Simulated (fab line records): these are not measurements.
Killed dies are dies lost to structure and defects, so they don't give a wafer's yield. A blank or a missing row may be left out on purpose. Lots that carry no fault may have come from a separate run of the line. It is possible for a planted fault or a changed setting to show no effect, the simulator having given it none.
Split-lot trial	flow n5_finfet	21 wafers read across 7 lots, on a route 1938 steps long

== THE SPLIT ITSELF ==
At N5_BEOL_M14_EXPOSE_07 (exposes mask V13), the setting dose_mj was moved away from the recipe's 57 on 6 of the 21 wafers read, by -1.9% to +7.3%. All remaining wafers had this setting at the recipe value.

== FROM THE SPLIT TO THE READING: what the file shows between them, 6 steps ==
- N5_BEOL_M14_PEB_08: peb time 90 s
- N5_BEOL_M14_DEVELOP_09: develop time 45 s
- N5_BEOL_M14_HARDBAKE_14: time 120 s
- N5_BEOL_M14_CD_MEAS_10: target cd 250 nm
- N5_BEOL_M14_STRIP_71: strips in post etch residue remover, time 60 s
- N5_BEOL_M14_SRD_72: time 30 s, dry time 30 s

== THE READING ==
Shown in nm: cd_nm at N5_BEOL_M14_CD_MEAS_17, with target cd 250 nm. On this fab line, fault-free wafers typically give 251.1 nm with a standard deviation of 1.9 nm.

wafer	tool, chamber at the split	dose_mj as run	against the recipe	cd_nm, nm	against lot-mates on the recipe
L076.1	krf_scanner-01, 0	57	recipe	251.5	-
L076.2	krf_scanner-01, 0	55.9	-1.9%	249.7	-2.1
L076.5	krf_scanner-01, 0	57	recipe	252.0	-
L074.2	krf_scanner-02, 0	57	recipe	253.2	-
L074.3	krf_scanner-02, 0	57	recipe	253.2	-
L074.6	krf_scanner-02, 0	60.64	+6.4%	261.1	+7.9
L084.1	krf_scanner-01, 0	57	recipe	251.9	-
L084.3	krf_scanner-01, 0	57	recipe	250.0	-
L084.6	krf_scanner-01, 0	57	recipe	252.3	-
L083.2	krf_scanner-01, 0	57	recipe	251.9	-
L083.3	krf_scanner-01, 0	57	recipe	252.1	-
L083.5	krf_scanner-01, 0	57	recipe	256.4	-
L092.1	krf_scanner-01, 0	61.17	+7.3%	261.8	+12.2
L092.4	krf_scanner-01, 0	57	recipe	249.6	-
L092.6	krf_scanner-01, 0	61.17	+7.3%	264.0	+14.4
L094.1	krf_scanner-01, 0	57	recipe	251.6	-
L094.3	krf_scanner-01, 0	57	recipe	246.6	-
L094.5	krf_scanner-01, 0	57	recipe	252.5	-
L095.1	krf_scanner-01, 0	58.27	+2.2%	255.4	+7.4
L095.2	krf_scanner-01, 0	57	recipe	248.0	-
L095.4	krf_scanner-01, 0	58.27	+2.2%	254.9	+6.9

THE FIT
A straight line over all 21 wafers: cd_nm changes by +1.52 nm for each +1% of dose_mj; r = +0.89; the points scatter about the line by 2 nm.
The same after taking each lot's own level away (the mean of its wafers on the recipe; 21 wafers): +1.69 nm for each +1%; r = +0.92; scatter 1.9 nm.
According to that fit, moving dose_mj by its largest amount changes the reading by 12 nm.
The lots' own levels span 248.00 to 253.47 nm, that is 2.9 times the standard deviation above.
So the lot-to-lot level changes the slope: the two fits differ.
Check: for one of the wafers moved furthest among these (+7.3%), held out of the fit, the line's prediction against its lot-mates is +13 nm. It came out at +12.2 nm against them.

== OTHER SPLITS ON THESE WAFERS ==
Other splits were also applied to these wafers ahead of the reading. Each is held against what the fit with the lots' levels taken away leaves over:
other split on the same wafers	wafers away from the commonest value	r with cd_nm (lot level and that fit taken away)
N5_BEOL_M11_EXPOSE_08 dose_mj	7	+0.04
N5_BEOL_M11_EXPOSE_25 dose_mj	2	+0.00
N5_BEOL_M12_SPUTTER_44 time_s	4	-0.32
N5_BEOL_M13_CMP_49 down_force_psi	7	-0.15

== THE WHOLE CHAIN: every reading that the file lists as answering this split, in the file's order ==
step	what it does	reading	change (the file's fit)	r (the file's)
N5_BEOL_M14_CD_MEAS_10	target cd 250 nm	cd_nm	+1.49 nm for each +1% of the setting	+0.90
N5_BEOL_M14_CD_MEAS_17	target cd 250 nm	cd_nm	+1.62 nm for each +1% of the setting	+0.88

== FILE'S OWN FIT ==
cd_nm changes by +1.62 nm for each +1% of dose_mj, r = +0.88.
